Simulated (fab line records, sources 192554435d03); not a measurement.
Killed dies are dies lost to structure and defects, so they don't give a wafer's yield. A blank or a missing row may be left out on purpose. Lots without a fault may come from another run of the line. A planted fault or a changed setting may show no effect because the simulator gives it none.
Which tool did it? | flow n5_finfet | 24 lots, 72 wafers sampled, at 6 steps of a route of 1938

WHAT THE GAUGES READ, wafer by wafer
N5_BEOL_M3_OCD_MEAS_38.
lot  | measured     | on     | trench_depth_nm (nm)
L074 | day 7 06:47  | ocd-02 | 56.9 56.0 56.7
L075 | day 7 10:17  | ocd-01 | 54.9 55.1 54.6
L076 | day 7 14:01  | ocd-01 | 54.5 56.9 56.5
L077 | day 7 17:17  | ocd-01 | 54.3 54.2 54.5
L078 | day 8 02:58  | ocd-02 | 54.8 56.0 54.8
L079 | day 8 08:32  | ocd-01 | 55.8 53.5 55.0
L080 | day 8 19:13  | ocd-01 | 57.1 54.3 56.2
L081 | day 8 20:39  | ocd-02 | 56.4 55.6 55.9
L083 | day 9 06:07  | ocd-02 | 55.1 54.3 55.2
L082 | day 9 06:30  | ocd-02 | 54.4 55.6 54.5
L084 | day 9 12:56  | ocd-01 | 57.2 57.2 55.5
L085 | day 9 21:02  | ocd-01 | 56.5 55.7 57.5
L086 | day 10 08:29 | ocd-01 | 57.0 56.5 55.4
L088 | day 10 15:01 | ocd-01 | 55.2 56.6 54.9
L087 | day 10 15:15 | ocd-02 | 54.8 55.0 54.7
L089 | day 11 00:55 | ocd-01 | 54.7 54.6 56.2
L091 | day 11 06:35 | ocd-01 | 56.5 54.8 56.6
L090 | day 11 11:40 | ocd-01 | 54.0 55.0 54.5
L093 | day 11 22:30 | ocd-01 | 54.4 54.8 54.4
L092 | day 12 03:10 | ocd-01 | 55.8 54.9 55.4
L094 | day 12 03:22 | ocd-02 | 53.9 55.8 54.4
L096 | day 12 16:13 | ocd-02 | 56.7 55.6 56.2
L095 | day 12 16:22 | ocd-02 | 54.9 55.4 55.6
L097 | day 12 20:33 | ocd-01 | 55.6 56.1 54.6

N5_BEOL_M3_RS_MEAS_58: measures by four-point-probe.
lot  | measured     | on            | M3_RS (ohm/sq)
L074 | day 7 10:49  | film_metro-02 | 0.746 0.697 0.711
L075 | day 7 14:19  | film_metro-02 | 0.704 0.676 0.691
L076 | day 7 18:19  | film_metro-01 | 0.728 0.685 0.680
L077 | day 7 21:45  | film_metro-02 | 0.703 0.651 0.632
L078 | day 8 07:27  | film_metro-02 | 0.682 0.631 0.663
L079 | day 8 13:27  | film_metro-02 | 0.655 0.678 0.666
L080 | day 8 23:23  | film_metro-01 | 0.664 0.649 0.627
L081 | day 9 01:16  | film_metro-01 | 0.630 0.628 0.646
L083 | day 9 09:48  | film_metro-02 | 0.643 0.644 0.644
L082 | day 9 11:38  | film_metro-02 | 0.667 0.667 0.649
L084 | day 9 17:09  | film_metro-01 | 0.676 0.621 0.643
L085 | day 10 00:43 | film_metro-02 | 0.696 0.638 0.632
L086 | day 10 12:43 | film_metro-01 | 0.686 0.674 0.652
L088 | day 10 18:59 | film_metro-01 | 0.714 0.672 0.688
L087 | day 10 20:23 | film_metro-01 | 0.658 0.629 0.660
L089 | day 11 05:41 | film_metro-01 | 0.669 0.639 0.662
L091 | day 11 10:50 | film_metro-02 | 0.676 0.603 0.614
L090 | day 11 16:10 | film_metro-01 | 0.668 0.633 0.618
L093 | day 12 02:14 | film_metro-01 | 0.667 0.670 0.674
L092 | day 12 07:03 | film_metro-02 | 0.711 0.661 0.669
L094 | day 12 08:56 | film_metro-02 | 0.682 0.653 0.681
L096 | day 12 19:56 | film_metro-01 | 0.700 0.640 0.646
L095 | day 12 20:18 | film_metro-01 | 0.637 0.624 0.612
L097 | day 13 01:02 | film_metro-01 | 0.678 0.637 0.657

WHICH TOOL RAN EACH LOT (tool, then ch and the chambers of the sampled wafers, then the start)
lot  | N5_BEOL_M3_SPUTTER_79        | N5_BEOL_M3_SPUTTER_88        | N5_BEOL_M3_ANNEAL_89         | N5_BEOL_M3_SPUTTER_94
L074 | pvd_sputter-02, day 7 08:13  | pvd_sputter-02, day 7 08:53  | pvd_sputter-02, day 7 08:58  | pvd_sputter-02, day 7 09:32
L075 | pvd_sputter-01, day 7 11:43  | pvd_sputter-01, day 7 12:22  | pvd_sputter-01, day 7 12:27  | pvd_sputter-01, day 7 13:02
L076 | pvd_sputter-01, day 7 15:37  | pvd_sputter-01, day 7 16:17  | pvd_sputter-01, day 7 16:22  | pvd_sputter-01, day 7 16:56
L077 | pvd_sputter-01, day 7 19:10  | pvd_sputter-01, day 7 19:49  | pvd_sputter-01, day 7 19:54  | pvd_sputter-01, day 7 20:29
L078 | pvd_sputter-03, day 8 04:52  | pvd_sputter-03, day 8 05:31  | pvd_sputter-03, day 8 05:36  | pvd_sputter-03, day 8 06:11
L079 | pvd_sputter-03, day 8 10:52  | pvd_sputter-03, day 8 11:31  | pvd_sputter-03, day 8 11:36  | pvd_sputter-03, day 8 12:11
L080 | pvd_sputter-02, day 8 20:44  | pvd_sputter-02, day 8 21:23  | pvd_sputter-02, day 8 21:28  | pvd_sputter-02, day 8 22:03
L081 | pvd_sputter-01, day 8 22:40  | pvd_sputter-01, day 8 23:19  | pvd_sputter-01, day 8 23:24  | pvd_sputter-01, day 8 23:59
L083 | pvd_sputter-02, day 9 07:11  | pvd_sputter-02, day 9 07:51  | pvd_sputter-02, day 9 07:56  | pvd_sputter-02, day 9 08:31
L082 | pvd_sputter-02, day 9 09:02  | pvd_sputter-02, day 9 09:41  | pvd_sputter-02, day 9 09:46  | pvd_sputter-02, day 9 10:21
L084 | pvd_sputter-01, day 9 14:33  | pvd_sputter-01, day 9 15:13  | pvd_sputter-01, day 9 15:17  | pvd_sputter-01, day 9 15:52
L085 | pvd_sputter-01, day 9 22:05  | pvd_sputter-01, day 9 22:45  | pvd_sputter-01, day 9 22:50  | pvd_sputter-01, day 9 23:25
L086 | pvd_sputter-03, day 10 09:50 | pvd_sputter-03, day 10 10:30 | pvd_sputter-03, day 10 10:35 | pvd_sputter-03, day 10 11:10
L088 | pvd_sputter-03, day 10 16:23 | pvd_sputter-03, day 10 17:03 | pvd_sputter-03, day 10 17:08 | pvd_sputter-03, day 10 17:43
L087 | pvd_sputter-02, day 10 17:45 | pvd_sputter-02, day 10 18:25 | pvd_sputter-02, day 10 18:29 | pvd_sputter-02, day 10 19:04
L089 | pvd_sputter-03, day 11 02:25 | pvd_sputter-03, day 11 03:04 | pvd_sputter-03, day 11 03:09 | pvd_sputter-03, day 11 03:44
L091 | pvd_sputter-01, day 11 08:11 | pvd_sputter-01, day 11 08:50 | pvd_sputter-01, day 11 08:55 | pvd_sputter-01, day 11 09:30
L090 | pvd_sputter-03, day 11 13:34 | pvd_sputter-03, day 11 14:13 | pvd_sputter-03, day 11 14:18 | pvd_sputter-03, day 11 14:53
L093 | pvd_sputter-02, day 11 23:34 | pvd_sputter-02, day 12 00:13 | pvd_sputter-02, day 12 00:18 | pvd_sputter-02, day 12 00:53
L092 | pvd_sputter-01, day 12 04:27 | pvd_sputter-01, day 12 05:07 | pvd_sputter-01, day 12 05:11 | pvd_sputter-01, day 12 05:46
L094 | pvd_sputter-01, day 12 06:17 | pvd_sputter-01, day 12 06:57 | pvd_sputter-01, day 12 07:02 | pvd_sputter-01, day 12 07:37
L096 | pvd_sputter-01, day 12 17:21 | pvd_sputter-01, day 12 18:01 | pvd_sputter-01, day 12 18:05 | pvd_sputter-01, day 12 18:40
L095 | pvd_sputter-02, day 12 17:42 | pvd_sputter-02, day 12 18:22 | pvd_sputter-02, day 12 18:26 | pvd_sputter-02, day 12 19:01
L097 | pvd_sputter-02, day 12 22:23 | pvd_sputter-02, day 12 23:02 | pvd_sputter-02, day 12 23:07 | pvd_sputter-02, day 12 23:42
- N5_BEOL_M3_SPUTTER_79: material Cu, target thk 4.5 nm, time 8.29 s.
- N5_BEOL_M3_SPUTTER_88: material Cu, target thk 4.5 nm, time 8.29 s.
- N5_BEOL_M3_ANNEAL_89: time 240 s.
- N5_BEOL_M3_SPUTTER_94: material Cu, target thk 4.5 nm, time 8.29 s.

WHAT THE TOOLS THEMSELVES READ (means of the sampled wafers that have a number; where no wafer has one, the mark that the record gives instead)
N5_BEOL_M3_SPUTTER_79.
lot  | tool           | susceptor_temp_C (C) | throttle_valve_pct (%)
L074 | pvd_sputter-02 | -19.97               | 29.6
L075 | pvd_sputter-01 | -19.98               | 30.5
L076 | pvd_sputter-01 | -20.01               | 30.0
L077 | pvd_sputter-01 | -19.95               | 30.1
L078 | pvd_sputter-03 | -19.96               | 29.9
L079 | pvd_sputter-03 | -20.03               | 29.8
L080 | pvd_sputter-02 | -20.01               | 30.1
L081 | pvd_sputter-01 | -19.96               | 30.5
L083 | pvd_sputter-02 | -20.04               | 29.1
L082 | pvd_sputter-02 | -20.05               | 29.7
L084 | pvd_sputter-01 | -19.95               | 30.0
L085 | pvd_sputter-01 | -20.03               | 30.3
L086 | pvd_sputter-03 | -20.06               | 29.6
L088 | pvd_sputter-03 | -19.87               | 29.9
L087 | pvd_sputter-02 | -20.08               | 30.1
L089 | pvd_sputter-03 | -19.95               | 29.7
L091 | pvd_sputter-01 | -20.01               | 30.3
L090 | pvd_sputter-03 | -19.92               | 29.5
L093 | pvd_sputter-02 | -20.09               | 30.1
L092 | pvd_sputter-01 | -20.01               | 30.3
L094 | pvd_sputter-01 | -19.98               | 30.3
L096 | pvd_sputter-01 | -20.04               | 30.5
L095 | pvd_sputter-02 | -19.96               | 29.2
L097 | pvd_sputter-02 | -20.02               | 30.1

N5_BEOL_M3_SPUTTER_88.
lot  | tool           | susceptor_temp_C (C) | throttle_valve_pct (%)
L074 | pvd_sputter-02 | -20.04               | 29.7
L075 | pvd_sputter-01 | -19.97               | 30.3
L076 | pvd_sputter-01 | -20.00               | 30.1
L077 | pvd_sputter-01 | -20.06               | 30.2
L078 | pvd_sputter-03 | -19.95               | 29.9
L079 | pvd_sputter-03 | -20.07               | 29.7
L080 | pvd_sputter-02 | -20.00               | 30.1
L081 | pvd_sputter-01 | -20.08               | 30.4
L083 | pvd_sputter-02 | -19.99               | 29.1
L082 | pvd_sputter-02 | -19.94               | 29.8
L084 | pvd_sputter-01 | -20.02               | 30.0
L085 | pvd_sputter-01 | -19.90               | 30.1
L086 | pvd_sputter-03 | -19.88               | 29.7
L088 | pvd_sputter-03 | -19.97               | 29.9
L087 | pvd_sputter-02 | -19.94               | 30.2
L089 | pvd_sputter-03 | -20.08               | 29.7
L091 | pvd_sputter-01 | -20.10               | 30.3
L090 | pvd_sputter-03 | -20.00               | 29.6
L093 | pvd_sputter-02 | -19.99               | 30.1
L092 | pvd_sputter-01 | -19.97               | 30.5
L094 | pvd_sputter-01 | -20.04               | 30.3
L096 | pvd_sputter-01 | -19.96               | 30.3
L095 | pvd_sputter-02 | -19.99               | 29.2
L097 | pvd_sputter-02 | -20.13               | 30.2

N5_BEOL_M3_ANNEAL_89.
lot  | tool           | heater_power_w (W) | susceptor_temp_C (C)
L074 | pvd_sputter-02 | 847                | 400.02
L075 | pvd_sputter-01 | 865                | 399.78
L076 | pvd_sputter-01 | 849                | 400.18
L077 | pvd_sputter-01 | 882                | 399.88
L078 | pvd_sputter-03 | 1041               | 399.69
L079 | pvd_sputter-03 | 951                | 399.89
L080 | pvd_sputter-02 | 786                | 400.03
L081 | pvd_sputter-01 | 873                | 400.01
L083 | pvd_sputter-02 | 827                | 399.85
L082 | pvd_sputter-02 | 792                | 399.84
L084 | pvd_sputter-01 | 847                | 400.06
L085 | pvd_sputter-01 | 877                | 399.95
L086 | pvd_sputter-03 | 956                | 400.00
L088 | pvd_sputter-03 | 1113               | 400.15
L087 | pvd_sputter-02 | 798                | 400.16
L089 | pvd_sputter-03 | 949                | 399.76
L091 | pvd_sputter-01 | 914                | 400.12
L090 | pvd_sputter-03 | 973                | 399.90
L093 | pvd_sputter-02 | 729                | 399.99
L092 | pvd_sputter-01 | 846                | 399.96
L094 | pvd_sputter-01 | 841                | 399.95
L096 | pvd_sputter-01 | 863                | 399.92
L095 | pvd_sputter-02 | 837                | 399.99
L097 | pvd_sputter-02 | 783                | 399.65

N5_BEOL_M3_SPUTTER_94.
lot  | tool           | susceptor_temp_C (C) | throttle_valve_pct (%)
L074 | pvd_sputter-02 | -19.97               | 29.6
L075 | pvd_sputter-01 | -19.95               | 30.5
L076 | pvd_sputter-01 | -19.91               | 30.1
L077 | pvd_sputter-01 | -20.02               | 30.2
L078 | pvd_sputter-03 | -20.02               | 29.9
L079 | pvd_sputter-03 | -20.00               | 29.6
L080 | pvd_sputter-02 | -19.97               | 30.1
L081 | pvd_sputter-01 | -20.00               | 30.4
L083 | pvd_sputter-02 | -20.10               | 29.3
L082 | pvd_sputter-02 | -20.03               | 29.6
L084 | pvd_sputter-01 | -19.98               | 30.2
L085 | pvd_sputter-01 | -20.04               | 30.1
L086 | pvd_sputter-03 | -20.17               | 29.7
L088 | pvd_sputter-03 | -19.84               | 29.9
L087 | pvd_sputter-02 | -19.97               | 30.0
L089 | pvd_sputter-03 | -19.99               | 29.7
L091 | pvd_sputter-01 | -19.95               | 30.2
L090 | pvd_sputter-03 | -19.92               | 29.5
L093 | pvd_sputter-02 | -20.03               | 30.2
L092 | pvd_sputter-01 | -20.06               | 30.5
L094 | pvd_sputter-01 | -20.04               | 30.3
L096 | pvd_sputter-01 | -20.06               | 30.5
L095 | pvd_sputter-02 | -19.93               | 29.2
L097 | pvd_sputter-02 | -19.84               | 30.1

THE ANSWER, worked out from the rows above alone
Rule: what is usual is taken from the lots themselves. Put in order of their means at a reading, lots are off if they are a third of the lots or fewer, leave a main group of 4 or more, and stand apart from it by a gap of 3 or more times the standard deviation of the main group's means; of several such gaps the widest counts. A main group whose means are all the same, to the digits that the tables above print for the reading, isn't used. A lot without any number at a reading at which 4 lots or more have one is off too. The other lots that the step has rows for count as sound. The gauges are gone through in route order, then the tools' own readings, and for those a lot's mean is taken as printed above. The first step at which some lot is off is used, and at that step the reading that is off furthest; a lot without a number counts as furthest.
No lot is off at any reading shown: from this, nothing can be told.

WHAT THE SIMULATOR HAD PUT IN
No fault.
